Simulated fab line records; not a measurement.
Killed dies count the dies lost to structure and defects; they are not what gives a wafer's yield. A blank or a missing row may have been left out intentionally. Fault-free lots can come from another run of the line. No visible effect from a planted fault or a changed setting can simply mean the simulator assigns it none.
A struck lot beside a sound one -- flow n5 finfet -- 16 steps out of a route of 1938
Sound: wafers L772.1, L772.4, L772.6. Struck: wafer L768.2. (L768.3 of the same lot was not struck and is left out.) The cause comes at the end.
For every step that has rows: the tool of each side, followed by ch and its chambers, followed by its first start. Under that, the readings that differ: sound wafers -- struck wafers -- difference of the means -- sigmas: that difference in standard deviations of wafers without a fault.
alike: readings with means less than 2 such deviations apart, plus words and numbers identical on both sides. not compared: withheld readings, readings lacking a value on some wafer, bounds such as >300 that could conceal the same value, and numbers that have no deviation in the record and whose values overlap.
Wherever a step has rows on one side only, a row that says differs or no value, or a row with sigmas, the two part there. Non-overlapping numbers with no deviation appear without sigmas and do not part them. A reading that every wafer of one side lacks parts them only if that side has two wafers or more.

N5_BEOL_M1_SPUTTER_92: material Cu, target thk 4.5 nm, time 8.29 s.
  sound on pvd sputter-02 at day 11 03:27; struck on pvd sputter-03 at day 10 03:22
  alike: throttle valve pct
N5_BEOL_M1_ANNEAL_93: time 240 s.
  sound on pvd sputter-02 at day 11 03:32; struck on pvd sputter-03 at day 10 03:26
  alike: heater power w
then, 1 step without rows for these wafers: N5_BEOL_M1_SPUTTER_94 (material Cu, target thk 4.5 nm, time 8.29 s).
N5_BEOL_M1_ANNEAL_95: time 240 s.
  sound on pvd sputter-02 at day 11 03:45; struck on pvd sputter-03 at day 10 03:40
  alike: heater power w
then, 3 steps without rows for these wafers: N5_BEOL_M1_SPUTTER_96 (material Cu, target thk 4.5 nm, time 8.29 s); N5_BEOL_M1_ECD_50 (material Cu, target thk 300 nm); N5_BEOL_M1_ANNEAL_51 (time 90 s).
N5_BEOL_M1_CMP_52: polishes, stops on SiOC, t overpolish 6.8 s, target thk 40 nm.
  sound on cmp-04 ch 0,1, day 11 04:29; struck on cmp-04 ch 2, day 10 04:30
  alike: barrier field endpoint s, motor current A, overpolish run s, slurry flow ml min, time to endpoint s
N5_BEOL_M1_THK_MEAS_53: measures by xrf.
  sound on film metro-02 at day 11 04:47; struck on film metro-01 at day 10 04:43
reading,sound,struck,difference,sigmas
M1_THK (nm),40.8 43.6 41.5,37.6,-4.4,-3
then, 1 step without rows for these wafers: N5_BEOL_M1_PRE_CLEAN_60 (time 15 s).
N5_BEOL_M1_CO_CAP_55: material Co, precursor CCTBA/H2, target thk 2 nm, time 102.1 s.
  sound on cvd co-01 ch 0,2, day 11 04:51; struck on cvd co-01 ch 1, day 10 04:48
  alike: heater power w
then, 1 step without rows for these wafers: N5_BEOL_M1_PRE_CLEAN_56 (time 15 s).
N5_BEOL_M1_DEP_57: deposits SiCN from 3MS/NH3, target thk 8 nm, time 14 s.
  sound on pecvd-01 ch 0,2, day 11 04:58; struck on pecvd-02 ch 0, day 10 04:56
reading,sound,struck,difference,sigmas
model.SiCN_of_BEOL_M1_DEP_57.thk nm (nm),7.8 7.8 7.8,11.2,+3.4,
  alike: showerhead plenum p Torr, throttle valve pct
N5_BEOL_M1_RS_MEAS_58: measurement is done with a four-point probe.
  sound on film metro-01 at day 11 05:02; struck on film metro-01 at day 10 05:01
reading,sound,struck,difference,sigmas
M1_RS (ohm/sq),0.66 0.61 0.65,0.73,+0.09,+3
N5_BEOL_M4_RC_MEAS_101:
  sound on prober-01 ch 0, day 12 17:12; struck on prober-02 ch 0, day 12 00:31
reading,sound,struck,difference,sigmas
VT_P (mV),-248.7 -252.7 -247.9,-258.4,-8.6,-3
  alike: DIBL_N, DIBL_P, IOFF_N, IOFF_P, ION_N, ION_P, SS_N, SS_P, VT_N
after that, 1 step had no rows for these wafers: N5_PASSIVATION_PROBE_49.

== WHERE THEY PART ==
Earliest at N5_BEOL_M1_THK_MEAS_53; latest, in this record, at N5_BEOL_M4_RC_MEAS_101.

WHY: what had been put in by the simulator
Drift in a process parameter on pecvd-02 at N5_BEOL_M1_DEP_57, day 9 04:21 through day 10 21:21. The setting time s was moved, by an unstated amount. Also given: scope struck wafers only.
